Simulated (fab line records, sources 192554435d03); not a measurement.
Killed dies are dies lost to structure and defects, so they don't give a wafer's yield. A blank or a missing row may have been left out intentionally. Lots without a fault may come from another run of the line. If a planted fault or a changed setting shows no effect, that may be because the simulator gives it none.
fab line records    flow n5Finfet
record lots=5  wafers=15  lastDay=16
route steps=1938 shown STI_FIN_REVEAL@186 BEOL_M4@1111 PASSIVATION@1936
lots with no fault: from the same line, run without faults
startH: the number of hours between the record's first day and the start of the first shown wafer of the lot    waitH: hours elapsed since this lot's preceding step    " as in the row above    L1.1+2: a single row standing in for several wafers    - value missing, or start not given    * or withheld: withheld    < > ~ a bound
route shown NAME@n: NAME is a module with steps in the file, n the number in the route of the first one    usual: mean/standard deviation taken from wafers without a fault    same: alike in all rows    chamber/n: place in a boat    sites: readings site by site    _std_site: standard deviation across them    _edge_site: inner sites' mean taken away from outer sites' mean    radiusMm: for every site, how far away it sits from the centre of the wafer    mask NAME#n: copy n    behind: the most recent tool/chamber to have shaped the wafer    hold: what put the lot on hold/how long, in hours/how the hold closed    device: transistor that didn't switch, given as n, p or np    end of line: at the end of the route, the tests of the same wafers    a step without rows: its recipe alone    killed: not the wafer's yield, but the dies lost to structure and defects at the first sort    map: a wafer's dies, marking killed ones x, the rest . and places with no die _
set.NAME: the setting the step ran with; set.NAME@STEP: the setting that earlier step ran with    model.NAME: the simulator's own value behind a step, which no gauge read
lots at some steps of the route; a table a step, a row a wafer
services: from which hour (startH, from the record's first day; less than 0 if before it) a tool's chamber was out of use, for how many hours, and why
## steps
# step N5_STI_FIN_REVEAL_DENSIFY_02
# recipe tempC=650  ambient=steam  timeS=1800  idleTempC=400  densificationPH2oTorr=640
# step N5_STI_FIN_REVEAL_CMP_04
# recipe stopOn=Si3N4  tOverpolishS=4  downForcePsi=2  platenRpm=54.18  postCmpClean=alkalineBrush  padVelocityMS=1.078  targetThkNm=131.83
# usual motorCurrentA=7.9/0.75  overpolishRunS=4.000/0.0093  retainingRingPressureFrac=0.999/0.0052  timeToEndpointS=103/4.5
# same tOverpolishS=4
lot.wafer  tool    chamber  startH  waitH  motorCurrentA  overpolishRunS  retainingRingPressureFrac  timeToEndpointS
L493.1     cmp-03  3        51.95   0.0    7.7            4.005           1.005                      101
L493.3     "       1        "       "      7.3            4.007           1.001                      102
L493.5     "       3        "       "      7.9            4.000           0.999                      100
L496.1     cmp-01  2        68.99   0.1    7.5            3.982           0.989                      104
L496.3     "       3        "       "      9.4            3.997           1.001                      100
L496.5     "       2        "       "      7.3            3.987           0.996                      99
L498.3     cmp-01  1        81.88   0.0    8.6            4.001           0.997                      103
L498.1     "       3        "       "      9.8            3.998           0.999                      105
L498.4     "       0        "       "      7.3            3.987           1.004                      101
L506.1     cmp-01  0        129.29  0.0    7.3            3.998           0.992                      101
L506.4     "       1        "       "      9.0            3.993           1.008                      107
L506.5     "       1        "       "      8.7            4.009           1.013                      108
L510.2     cmp-03  3        152.71  0.0    7.8            4.009           1.001                      97
L510.4     "       0        "       "      7.0            4.003           1.007                      103
L510.3     "       1        "       "      7.3            4.019           1.002                      98
# step N5_STI_FIN_REVEAL_THK_MEAS_05
# usual thkNm=131.8/0.95
lot.wafer  tool          chamber  startH  waitH  thkNm
L493.1     filmMetro-02  -        52.25   -      132.3
L493.3     "             -        "       "      133.1
L493.5     "             -        "       "      132.0
L496.1     filmMetro-01  -        69.25   -      132.3
L496.3     "             -        "       "      132.0
L496.5     "             -        "       "      132.0
L498.1     filmMetro-01  -        82.17   -      132.3
L498.3     "             -        "       "      133.4
L498.4     "             -        "       "      131.7
L506.1     filmMetro-01  -        129.58  -      130.4
L506.4     "             -        "       "      132.5
L506.5     "             -        "       "      132.3
L510.2     filmMetro-01  -        153.00  -      130.8
L510.3     "             -        "       "      133.0
L510.4     "             -        "       "      132.7
# step N5_STI_FIN_REVEAL_DENSIFY_30
# recipe tempC=*  timeS=*  ambient=N2  idleTempC=600  rampUpCPerS=150  rampDownCPerS=60  coolToC=600
# usual lampPowerPct=11.53/0.052  lamp_zone_5_pct=11.534/0.017  wafer_temp_C_max=*
lot.wafer  tool          chamber  startH  waitH  lampPowerPct  lamp_zone_5_pct  wafer_temp_C_max
L493.1     rtpAnneal-01  0        52.27   0.0    11.56         11.542           *
L493.3     "             0        "       "      11.53         11.564           *
L493.5     "             0        "       "      11.58         11.539           *
L496.1     rtpAnneal-02  0        69.28   0.0    11.43         11.544           *
L496.3     "             0        "       "      11.52         11.530           *
L496.5     "             0        "       "      11.57         11.552           *
L498.1     rtpAnneal-02  0        82.20   0.0    11.57         11.507           *
L498.3     "             0        "       "      11.51         11.527           *
L498.4     "             0        "       "      11.47         11.510           *
L506.1     rtpAnneal-02  0        129.61  0.0    11.54         11.545           *
L506.4     "             0        "       "      11.68         11.544           *
L506.5     "             0        "       "      11.44         11.545           *
L510.2     rtpAnneal-02  0        153.06  0.1    11.58         11.565           *
L510.3     "             0        "       "      11.49         11.532           *
L510.4     "             0        "       "      11.56         11.543           *
# step N5_STI_FIN_REVEAL_ETCHBACK_08
# recipe chemistry=C4F6/O2  target=SiO2  targetDepthA=305  timeS=10.167  ionEnergyEv=250  pressureMtorr=30  sourceW=345  biasW=185  Ar_flow_sccm=300  C4F6_flow_sccm=10  O2_flow_sccm=10
# usual drypumpMotorCurrentA=5.7/0.35  oesProductAu=0.75/0.063  rfVppV=670/16  showerheadPlenumPTorr=2.86/0.075  throttleValvePct=21.20/0.3
lot.wafer  tool        chamber  startH  waitH  drypumpMotorCurrentA  oesProductAu  rfHoursCounterH  rfVppV  showerheadPlenumPTorr  throttleValvePct
L493.1     rieDiel-01  1        52.49   0.2    5.7                   0.75          151              673     2.84                   20.73
L493.3     "           0        "       "      5.9                   0.67          231              656     2.82                   21.37
L493.5     "           2        "       "      5.7                   0.73          -                654     2.81                   21.48
L496.1     rieDiel-05  3        69.70   0.4    6.5                   0.69          212              675     2.74                   21.38
L496.3     "           0        "       "      5.4                   0.79          145              678     2.95                   21.41
L496.5     "           0        "       "      5.4                   0.79          -                677     2.95                   21.43
L498.1     rieDiel-05  3        82.47   0.2    6.5                   0.69          217              674     2.74                   21.38
L498.3     "           0        "       "      5.4                   0.79          150              679     2.95                   21.42
L498.4     "           2        "       "      5.2                   0.74          182              694     2.95                   21.44
L506.1     rieDiel-01  1        129.87  0.2    5.8                   0.72          186              674     2.83                   20.77
L506.4     "           2        "       "      5.7                   0.70          -                655     2.79                   21.52
L506.5     "           3        "       "      5.6                   0.72          -                648     2.85                   21.52
L510.2     rieDiel-05  0        153.24  0.2    5.4                   0.77          179              680     2.94                   21.48
L510.3     "           3        "       "      6.5                   0.67          246              674     2.72                   21.42
L510.4     "           0        "       "      5.4                   0.78          -                678     2.94                   21.48
# step N5_STI_FIN_REVEAL_STRIP_24
# recipe chemistry=N2/H2  timeS=90  powerW=100  tempC=40  pressureMtorr=100  rfFrequencyHz=6e+07  biasPowerW=3  n2FlowSccm=300  h2FlowSccm=300
# usual drypumpMotorCurrentA=5.7/0.35  n2FlowSccm=300.0/0.87  oesProductAu=0.75/0.064  rfVppV=45.4/0.83  showerheadPlenumPTorr=3.39/0.099  throttleValvePct=12.31/0.29
lot.wafer  tool        chamber  startH  waitH  drypumpMotorCurrentA  n2FlowSccm  oesProductAu  rfHoursCounterH  rfVppV  showerheadPlenumPTorr  throttleValvePct
L493.1     rieDiel-01  1        52.52   0.0    5.8                   300.9       0.75          151              45.5    3.37                   11.88
L493.3     "           0        "       "      5.9                   301.1       0.68          231              45.7    3.35                   12.57
L493.5     "           2        "       "      5.8                   300.0       0.73          -                45.0    3.35                   12.63
L496.1     rieDiel-05  3        69.73   0.0    6.5                   299.5       0.68          212              44.1    3.19                   12.35
L496.3     "           0        "       "      5.4                   299.8       0.78          145              45.5    3.52                   12.51
L496.5     "           0        "       "      5.4                   299.6       0.78          -                45.8    3.52                   12.51
L498.1     rieDiel-05  3        82.51   0.0    6.5                   299.5       0.68          217              46.9    3.19                   12.34
L498.3     "           0        "       "      5.4                   299.5       0.78          150              45.9    3.51                   12.52
L498.4     "           2        "       "      5.2                   300.0       0.73          182              45.8    3.52                   12.64
L506.1     rieDiel-01  1        129.91  0.0    5.8                   300.5       0.72          186              44.9    3.35                   11.96
L506.4     "           2        "       "      5.7                   300.9       0.70          -                45.2    3.33                   12.71
L506.5     "           3        "       "      5.5                   299.9       0.71          -                43.9    3.35                   12.56
L510.2     rieDiel-05  0        153.28  0.0    5.4                   300.1       0.76          179              45.5    3.50                   12.60
L510.3     "           3        "       "      6.5                   300.4       0.66          246              45.1    3.18                   12.42
L510.4     "           0        "       "      5.4                   301.7       0.76          -                44.6    3.50                   12.60
# step N5_STI_FIN_REVEAL_PRECLEAN_25
# recipe chemistry=SPM  timeS=90  tempC=120  mix=4:1
# step N5_STI_FIN_REVEAL_PRECLEAN_26
# recipe chemistry=SC1  timeS=45  tempC=46  mix=1:2:100
# step N5_STI_FIN_REVEAL_PRECLEAN_29
# recipe chemistry=DHF  timeS=30  tempC=25  dilution=300:1
# step N5_STI_FIN_REVEAL_SRD_12
# recipe timeS=30  tempC=23  rinseLiquid=diw  dry=ipaMarangoni
# step N5_STI_FIN_REVEAL_RECESS_09
# recipe chemistry=HF/NH3  target=SiO2  afsCycles=11  targetDepthA=425  tempC=30  sublimationTempC=180  sublimationTimeS=60
# usual drypumpMotorCurrentA=5.3/0.36  sublimationTempC=180.04/0.17
lot.wafer  tool          chamber  startH  waitH  drypumpMotorCurrentA  sublimationTempC
L493.1     vaporEtch-02  0        52.74   0.0    5.3                   180.07
L493.3     "             1        "       "      5.5                   180.21
L493.5     "             0        "       "      5.2                   180.06
L496.1     vaporEtch-02  1        69.95   0.0    5.5                   180.30
L496.3     "             0        "       "      5.3                   180.17
L496.5     "             1        "       "      5.5                   180.04
L498.1     vaporEtch-01  0        82.72   0.0    4.8                   179.97
L498.3     "             1        "       "      5.7                   179.94
L498.4     "             0        "       "      4.8                   179.70
L506.1     vaporEtch-02  0        130.12  0.0    5.2                   179.99
L506.4     "             1        "       "      5.4                   179.92
L506.5     "             0        "       "      5.2                   180.32
L510.2     vaporEtch-01  1        153.49  0.0    5.8                   179.99
L510.3     "             1        "       "      5.7                   180.25
L510.4     "             0        "       "      4.8                   179.98
# step N5_STI_FIN_REVEAL_STRIP_16
# recipe chemistry=H3PO4  material=SiNx  tempC=165  targetDepthA=238  overetchFraction=0.4964  dry=ipaMarangoni
# step N5_STI_FIN_REVEAL_PRECLEAN_17
# recipe chemistry=NF3:NH3  afsCycles=1  tempC=30  timeS=20  sublimationTempC=180  sublimationTimeS=60  pressureTorr=3  rfPowerW=30
# usual sublimationTempC=180.00/0.13  timeS=20/0
lot.wafer  tool             chamber  startH  waitH  sublimationTempC  timeS
L493.1     remotePlasma-01  0        54.87   0.0    180.08            20
L493.3     "                0        "       "      179.76            20
L493.5     "                0        "       "      180.06            20
L496.1     remotePlasma-02  1        71.84   0.0    180.16            20
L496.3     "                1        "       "      180.24            20
L496.5     "                1        "       "      179.93            20
L498.1     remotePlasma-01  1        84.85   0.0    180.06            20
L498.3     "                1        "       "      179.78            20
L498.4     "                1        "       "      180.01            20
L506.1     remotePlasma-02  1        132.01  0.0    180.01            20
L506.4     "                1        "       "      179.94            20
L506.5     "                1        "       "      180.18            22.461
L510.2     remotePlasma-01  1        155.43  0.1    180.07            20
L510.3     "                1        "       "      180.03            20
L510.4     "                1        "       "      180.10            20
# step N5_STI_FIN_REVEAL_ETCH_34
# recipe chemistry=H2  mode=isotropic  material=Si  target=Si  targetDepthA=9.7  tempC=20  pressureMtorr=4.5  icpW=300  biasW=0  h2FlowSccm=7.5  heFlowSccm=142.5
# step N5_BEOL_M4_RC_MEAS_101
# usual DIBL_N=36.9/1.6  DIBL_P=37.1/2  IOFF_N=0.17/0.032  IOFF_P=0.22/0.036  ION_N=674/12  ION_P=463/7.8  SS_N=71.7/0.63  SS_P=73.5/0.62  VT_N=249/3.3  VT_P=-250/3.5
lot.wafer  tool       chamber  startH  waitH  DIBL_N[mV/V]  DIBL_P[mV/V]  IOFF_N[nA/um]  IOFF_P[nA/um]  ION_N[uA/um]  ION_P[uA/um]  SS_N[mV/dec]  SS_P[mV/dec]  VT_N[mV]  VT_P[mV]
L493.1     prober-01  0        195.01  0.0    35.5          35.9          0.16           0.23           674           466           71.3          73.1          250       -248
L493.3     "          0        "       "      38.3          39.5          0.23           0.30           686           473           72.6          74.2          245       -241
L493.5     "          0        "       "      37.9          39.1          0.20           0.28           691           474           72.2          73.8          246       -246
L496.1     prober-01  0        209.36  0.0    37.5          38.3          0.19           0.25           687           464           72.7          73.7          247       -247
L496.3     "          0        "       "      34.8          36.2          0.14           0.22           675           467           70.9          72.7          251       -247
L496.5     "          0        "       "      38.2          39.9          0.22           0.29           694           478           72.5          74.2          244       -244
L498.1     prober-01  0        236.56  0.0    37.3          39.2          0.18           0.24           681           466           71.1          73.2          248       -249
L498.3     "          0        "       "      34.0          36.7          0.14           0.20           681           477           70.9          72.6          249       -250
L498.4     "          0        "       "      33.2          35.5          0.12           0.18           654           452           70.6          72.2          254       -253
L506.1     prober-01  0        275.38  0.0    38.6          40.8          0.22           0.26           691           464           72.4          74.4          244       -247
L506.4     "          0        "       "      36.2          37.5          0.16           0.22           671           463           72.7          73.4          251       -250
L506.5     "          0        "       "      38.8          41.9          0.24           0.30           695           475           72.6          75.1          244       -248
L510.2     prober-02  0        298.55  0.2    35.2          33.8          0.13           0.21           677           471           70.9          73.2          254       -250
L510.3     "          0        "       "      34.8          32.4          0.12           0.18           657           456           71.0          72.9          254       -252
L510.4     "          0        "       "      36.9          35.5          0.15           0.24           689           475           71.6          73.8          249       -248
# step N5_PASSIVATION_PROBE_49
# usual defectLimitedYield=90.9/1.6  killed_at_M0_to_M3=34/11  killed_at_M4_up=14/5.7  killedAtContacts=13/6.5  killedAtFrontEnd=43/11  killedAtOther=4/3.1  killedDies=107/19  killedOnRim=14/3.9  killedOpen=71/14  killedShort=35/7.9  sort_bin_5_function=5.3/1.1  sort_bin_6_memory=3.4/0.74  sortNPass=1073/19  sortYieldPct=90.9/1.6
# same grossDies=1180  killedAtBackSide=0  sort_bin_4_leakage[%]=0  sort_bin_8_speed[%]=0
lot.wafer  tool       chamber  startH  waitH  defectLimitedYield[%]  killed_at_M0_to_M3  killed_at_M4_up  killedAtContacts  killedAtFrontEnd  killedAtOther  killedDies  killedOnRim  killedOpen  killedShort  sort_bin_5_function[%]  sort_bin_6_memory[%]  sortNPass  sortYieldPct[%]
L493.1     prober-02  -        302.72  0.0    89.2                   47                  27               14                36                4              128         10           91          37           6.4                     4.1                   1052       89.2
L493.3     prober-02  -        302.82  0.1    90.0                   50                  22               17                28                1              118         16           77          39           5.8                     3.9                   1062       90.0
L493.5     prober-02  -        302.92  0.2    88.7                   71                  12               4                 46                0              133         13           88          45           5.4                     5.5                   1047       88.7
L496.1     prober-01  -        314.90  0.0    91.4                   28                  9                14                48                2              101         17           61          38           4.7                     3.4                   1079       91.4
L496.3     prober-01  -        315.00  0.1    92.0                   16                  17               19                41                1              94          12           59          35           4.7                     2.9                   1086       92.0
L496.5     prober-01  -        315.10  0.2    90.6                   18                  16               9                 63                5              111         18           75          36           5.5                     3.4                   1069       90.6
L498.1     prober-01  -        345.66  0.0    91.2                   33                  14               21                34                2              104         19           75          28           5.5                     3.1                   1076       91.2
L498.3     prober-01  -        345.76  0.1    88.4                   37                  16               30                49                5              137         21           94          43           5.7                     5.0                   1043       88.4
L498.4     prober-01  -        345.81  0.2    89.2                   30                  17               26                50                5              128         12           95          32           7.3                     3.3                   1052       89.2
L510.2     prober-01  -        392.67  0.1    87.7                   44                  16               10                65                10             145         22           97          47           7.5                     4.6                   1035       87.7
L510.3     prober-01  -        392.72  0.1    91.9                   20                  8                8                 52                7              95          19           60          34           5.4                     2.3                   1085       91.9
L510.4     prober-01  -        392.77  0.2    89.2                   45                  32               8                 38                4              127         16           83          43           6.6                     4.1                   1053       89.2
# killed by level:class
L493.1 BEOL_M4:geometricParticle:open=17 BEOL_M0_SAQP:geometricParticle:open=14 MOL_CONTACT_COAG:geometricParticle:open=11 BEOL_M0_SAQP:geometricParticle:short=9 BEOL_M2:geometricParticle:open=9 BEOL_M3:geometricParticle:open=8 STI_FIN_REVEAL:geometricParticle:open=6 DUMMY_GATE:geometricParticle:open=6
L493.3 BEOL_M2:geometricParticle:open=14 MOL_CONTACT_COAG:geometricParticle:open=13 BEOL_M0_SAQP:geometricParticle:short=13 BEOL_M3:geometricParticle:open=8 BEOL_M0_SAQP:geometricParticle:open=7 BEOL_M4:geometricParticle:open=7 FIN_SAQP:geometricParticle:open=5 FIN_SAQP:geometricParticle:short=5
L493.5 BEOL_M0_SAQP:geometricParticle:open=23 BEOL_M2:geometricParticle:open=18 BEOL_M0_SAQP:geometricParticle:short=17 FIN_SAQP:geometricParticle:short=7 STI_FIN_REVEAL:geometricParticle:open=7 BEOL_M3:geometricParticle:open=7 BEOL_M4:geometricParticle:open=7 GATE_CUT:geometricParticle:short=6
L496.1 STI_FIN_REVEAL:geometricParticle:open=10 MOL_CONTACT_COAG:geometricParticle:open=9 BEOL_M0_SAQP:geometricParticle:short=9 FIN_SAQP:geometricParticle:open=7 BEOL_M0_SAQP:geometricParticle:open=7 GATE_CUT:geometricParticle:short=5 MOL_CONTACT_COAG:geometricParticle:short=5 STARTING-WAFER:geometricParticle:open=5
L496.3 MOL_CONTACT_COAG:geometricParticle:open=14 GATE_CUT:geometricParticle:short=10 BEOL_M4:geometricParticle:open=8 STI_FIN_REVEAL:geometricParticle:open=7 BEOL_M0_SAQP:geometricParticle:short=5 DUMMY_GATE:geometricParticle:open=5 MOL_CONTACT_COAG:geometricParticle:short=5 FIN_SAQP:geometricParticle:open=4
L496.5 FIN_SAQP:geometricParticle:open=13 STI_FIN_REVEAL:geometricParticle:open=13 MOL_CONTACT_COAG:geometricParticle:open=9 FIN_SAQP:geometricParticle:short=6 BEOL_M0_SAQP:geometricParticle:short=6 BEOL_M4:geometricParticle:open=6 STARTING-WAFER:geometricParticle:open=6 BEOL_M0_SAQP:geometricParticle:open=5
L498.1 MOL_CONTACT_COAG:geometricParticle:open=18 BEOL_M2:geometricParticle:open=11 FIN_SAQP:geometricParticle:short=8 BEOL_M3:geometricParticle:open=8 FIN_SAQP:geometricParticle:open=6 BEOL_M4:geometricParticle:open=6 STI_FIN_REVEAL:geometricParticle:open=5 BEOL_M0_SAQP:geometricParticle:short=5
L498.3 MOL_CONTACT_COAG:geometricParticle:open=19 FIN_SAQP:geometricParticle:open=12 MOL_CONTACT_COAG:geometricParticle:short=11 BEOL_M0_SAQP:geometricParticle:open=10 FIN_SAQP:geometricParticle:short=9 STI_FIN_REVEAL:geometricParticle:open=9 BEOL_M2:geometricParticle:open=8 BEOL_M1:geometricParticle:open=7
L498.4 FIN_SAQP:geometricParticle:open=23 MOL_CONTACT_COAG:geometricParticle:open=22 FIN_SAQP:geometricParticle:short=9 BEOL_M2:geometricParticle:open=7 BEOL_M0_SAQP:geometricParticle:open=6 BEOL_M1:geometricParticle:open=5 STI_FIN_REVEAL:geometricParticle:open=4 DUMMY_GATE:geometricParticle:open=4
L510.2 FIN_SAQP:geometricParticle:open=22 FIN_SAQP:geometricParticle:short=16 BEOL_M0_SAQP:geometricParticle:open=12 BEOL_M0_SAQP:geometricParticle:short=12 MOL_CONTACT_COAG:geometricParticle:open=9 BEOL_M4:geometricParticle:open=8 ILD0:geometricParticle:open=6 BEOL_M0:geometricParticle:open=5
L510.3 STI_FIN_REVEAL:geometricParticle:open=9 FIN_SAQP:geometricParticle:open=8 FIN_SAQP:geometricParticle:short=6 ILD0:geometricParticle:open=5 MOL_CONTACT_COAG:geometricParticle:open=5 BEOL_M0:geometricParticle:open=5 BEOL_M1:geometricParticle:open=4 GATE_CUT:geometricParticle:short=4
L510.4 BEOL_M4:geometricParticle:open=14 BEOL_M0_SAQP:geometricParticle:open=13 FIN_SAQP:geometricParticle:open=12 BEOL_M0_SAQP:geometricParticle:short=11 FIN_SAQP:geometricParticle:short=8 BEOL_M1:geometricParticle:open=6 BEOL_M2:geometricParticle:open=6 MOL_CONTACT_COAG:geometricParticle:open=5
## services
tool             chamber  startH  hours  kind
cmp-01           -        31.02   27.0   repair
rieDiel-05       0        36.82   12.6   repair
rieDiel-01       -        64.71   1.3    repair
remotePlasma-01  -        71.81   2.6    repair
remotePlasma-02  -        73.90   1.0    repair
cmp-03           -        79.69   0.6    repair
cmp-01           -        90.49   1.9    repair
cmp-03           -        101.68  1.2    repair
rieDiel-01       0        120.89  -      clean
rieDiel-01       0        120.89  -      consumableReplace:focusRing
rieDiel-01       0        120.89  14.7   scheduledDown
rieDiel-01       0        120.89  14.7   ventCycle
cmp-03           -        129.47  6.0    repair
rieDiel-05       2        141.89  14.4   repair
## key
firstSign step=N5_STI_FIN_REVEAL_PRECLEAN_17  reading=timeS  direction=up  sigmas=99+  usual=*  struck=*
effect none on later readings
metAt N5_STI_FIN_REVEAL_PRECLEAN_17
struckWafers L506.5
onsetBetween 71.84 132.01
fault kind=processParameterDrift  tool=remotePlasma-02  chamber=-  onsetH=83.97  steps=N5_STI_FIN_REVEAL_PRECLEAN_17  channel=timeS  offset=*  shape=step  endH=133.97  scope=struckWafersOnly  actsIn=*  stated=*
